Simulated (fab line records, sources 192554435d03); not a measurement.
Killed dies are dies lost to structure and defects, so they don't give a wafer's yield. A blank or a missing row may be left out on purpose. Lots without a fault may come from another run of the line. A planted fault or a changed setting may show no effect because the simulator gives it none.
Chamber matching | flow n5_finfet | N5_BEOL_M9_ALD_74 on ald_metal-02: 4 sister chambers
The step deposits TaN, target thk 2 nm, pulse time 2 s, purge time 3 s. 4 wafers are shown with their chamber, then 7 later ones without.

WAFERS WITH THEIR CHAMBER
wafer  | chamber | heater_power_w (W)
L843.2 | 0       | 543
L846.3 | 2       | 415
L848.2 | 3       | 380
L848.4 | 1       | 440

WAFERS WITHOUT THEIR CHAMBER
wafer  | heater_power_w (W)
L848.5 | 374
L850.4 | 411
L850.5 | 449
L855.3 | 385
L855.4 | 561
L858.3 | 551
L858.5 | 436

WHICH CHAMBER EACH WENT THROUGH
wafer  | from the rows above     | in truth
L848.5 | 3                       | 3
L850.4 | 2                       | 2
L850.5 | 1                       | 1
L855.3 | 3                       | 3
L855.4 | 0                       | 0
L858.3 | 0                       | 0
L858.5 | can't be placed: 1 or 2 | 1
Placed correctly: 6 of 7. Can't be placed from these rows: 1 (the true chamber is among the candidates in 1). Placed wrongly: 0.
How it was worked out, from the rows above alone: a wafer's distance from a chamber is the root of the sum, over the readings, of the square of ((its reading less the chamber's mean) divided by the reading's scatter). The wafer belongs to the nearest chamber; if the next one is less than 2 further off, it can't be placed. A chamber's mean is the mean of its shown wafers. The scatter: with one shown wafer a chamber, the root of the mean of the squares of how far each hidden wafer lies from its nearest shown one.
